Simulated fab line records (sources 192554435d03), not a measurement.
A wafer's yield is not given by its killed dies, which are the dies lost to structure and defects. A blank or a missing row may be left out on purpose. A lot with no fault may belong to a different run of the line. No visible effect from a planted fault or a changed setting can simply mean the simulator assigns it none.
Chamber matching | flow n5Finfet | 3 sister chambers for N5_BEOL_M1_CO_CAP_55 on cvdCo-01
The step material Co, precursor CCTBA/H2, target thk 2 nm, time 102.1 s. 3 wafers are shown with their chamber, then 12 later ones without.

== WAFERS WITH THEIR CHAMBER ==
wafer  | chamber | heaterPowerOuterW (W)
L085.5 | 2       | 106
L088.4 | 1       | 147
L088.5 | 0       | 118

== WAFERS WHOSE CHAMBER IS MISSING ==
wafer  | heaterPowerOuterW (W)
L090.2 | 106
L090.3 | 116
L090.6 | 109
L091.1 | 115
L091.3 | 110
L091.6 | 145
L094.1 | 106
L094.4 | 116
L094.5 | 149
L097.1 | 119
L097.2 | 107
L097.3 | 145

== WHICH CHAMBER EACH ONE RAN IN ==
wafer  | from the rows above     | in truth
L090.2 | 2                       | 2
L090.3 | 0                       | 0
L090.6 | 2                       | 2
L091.1 | 0                       | 0
L091.3 | can't be placed: 2 or 0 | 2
L091.6 | 1                       | 1
L094.1 | 2                       | 2
L094.4 | 0                       | 0
L094.5 | 1                       | 1
L097.1 | 0                       | 0
L097.2 | 2                       | 2
L097.3 | 1                       | 1
11 of 12 placed correctly. Unplaceable from these rows: 1, with the true chamber sitting among the candidates in 1. Placed wrongly: 0.
How it was worked out, from the rows above alone: a wafer's distance from a chamber is the root of the sum, over the readings, of the square of ((its reading less the chamber's mean) divided by the reading's scatter). The wafer belongs to the nearest chamber; if the next one is less than 2 further off, it can't be placed. Each chamber's mean is taken over the wafers shown for it. The scatter (one wafer shown for each chamber): square how far every hidden wafer sits from the nearest shown wafer, average those squares and take the square root.
